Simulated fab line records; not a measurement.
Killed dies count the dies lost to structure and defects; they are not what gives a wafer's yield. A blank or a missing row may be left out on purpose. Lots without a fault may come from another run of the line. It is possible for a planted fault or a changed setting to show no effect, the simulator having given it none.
Split-lot experiment | flow n5 finfet | route with 1938 steps; 7 lots, 21 wafers read

== THE SPLIT ITSELF ==
At N5_BEOL_M3_EXPOSE_25 (exposes mask V2, defocus 5 nm), the setting dose mj was moved away from the recipe's 63 on 4 of the 21 wafers read, by -7.4% to +5.2%. This setting was run at the recipe's value on the other wafers.

== FROM THE SPLIT TO THE READING: what the file shows between them, 2 steps ==
- N5_BEOL_M3_PEB_26: peb time 60 s
- N5_BEOL_M3_DEVELOP_27: develop time 30 s

== THE READING ==
cd nm, in nm, at N5_BEOL_M3_CD_MEAS_28 (target cd 25.7 nm, target cd y 23.3 nm). A value of 25.74 nm with a standard deviation of 0.25 nm is what fault-free wafers of this fab line usually give.

wafer  | tool, chamber at the split | dose mj as run | against the recipe | cd nm, nm | against lot-mates on the recipe
L080.1 | euv scanner-01, 0          | 63             | recipe             | 25.47     | -
L080.2 | euv scanner-01, 0          | 63             | recipe             | 25.50     | -
L080.6 | euv scanner-01, 0          | 63             | recipe             | 26.10     | -
L081.2 | euv scanner-02, 0          | 63             | recipe             | 26.07     | -
L081.5 | euv scanner-02, 0          | 63             | recipe             | 26.08     | -
L081.6 | euv scanner-02, 0          | 63             | recipe             | 25.74     | -
L083.1 | euv scanner-02, 0          | 63             | recipe             | 25.48     | -
L083.2 | euv scanner-02, 0          | 63             | recipe             | 25.81     | -
L083.6 | euv scanner-02, 0          | 58.36          | -7.4%              | 24.03     | -1.61
L087.2 | euv scanner-01, 0          | 63             | recipe             | 25.70     | -
L087.5 | euv scanner-01, 0          | 63             | recipe             | 25.87     | -
L087.6 | euv scanner-01, 0          | 63             | recipe             | 25.76     | -
L089.1 | euv scanner-01, 0          | 58.78          | -6.7%              | 24.15     | -1.52
L089.3 | euv scanner-01, 0          | 63             | recipe             | 25.34     | -
L089.4 | euv scanner-01, 0          | 63             | recipe             | 25.99     | -
L092.1 | euv scanner-01, 0          | 63             | recipe             | 25.94     | -
L092.3 | euv scanner-01, 0          | 63             | recipe             | 25.86     | -
L092.5 | euv scanner-01, 0          | 66.3           | +5.2%              | 26.95     | +1.05
L096.1 | euv scanner-02, 0          | 63             | recipe             | 25.81     | -
L096.3 | euv scanner-02, 0          | 63             | recipe             | 25.40     | -
L096.6 | euv scanner-02, 0          | 60.3           | -4.3%              | 24.75     | -0.85

THE FIT
A straight line over all 21 wafers: cd nm changes by +0.235 nm for each +1% of dose mj; r = +0.94; the points scatter about the line by 0.23 nm.
The same after taking each lot's own level away (the mean of its wafers on the recipe; 21 wafers): +0.215 nm for each +1%; r = +0.95; scatter 0.19 nm.
The reading moves by 1.6 nm for the largest change in dose mj, on that fit.
The lots' own levels span 25.605 to 25.963 nm, that is 1.4 times the standard deviation above.
So the lot-to-lot level changes the slope little: the two slopes agree.
Check: -1.57 nm against its lot-mates is what the line predicts for one of the wafers moved furthest among these (-7.4%) when that wafer is left out of the fit. It came out at -1.61 nm against them.

== THE OTHER SPLITS THESE WAFERS WENT THROUGH ==
Other splits were also applied to these wafers ahead of the reading. Each is held against what the fit with the lots' levels taken away leaves over:
other split on the same wafers   | wafers away from the commonest value | r with cd nm (lot level and that fit taken away)
N5_BEOL_M2_TRENCH_ETCH_37 time s | 6                                    | -0.13

== FILE'S OWN FIT ==
cd nm changes by +0.215 nm for each +1% of dose mj, r = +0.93.
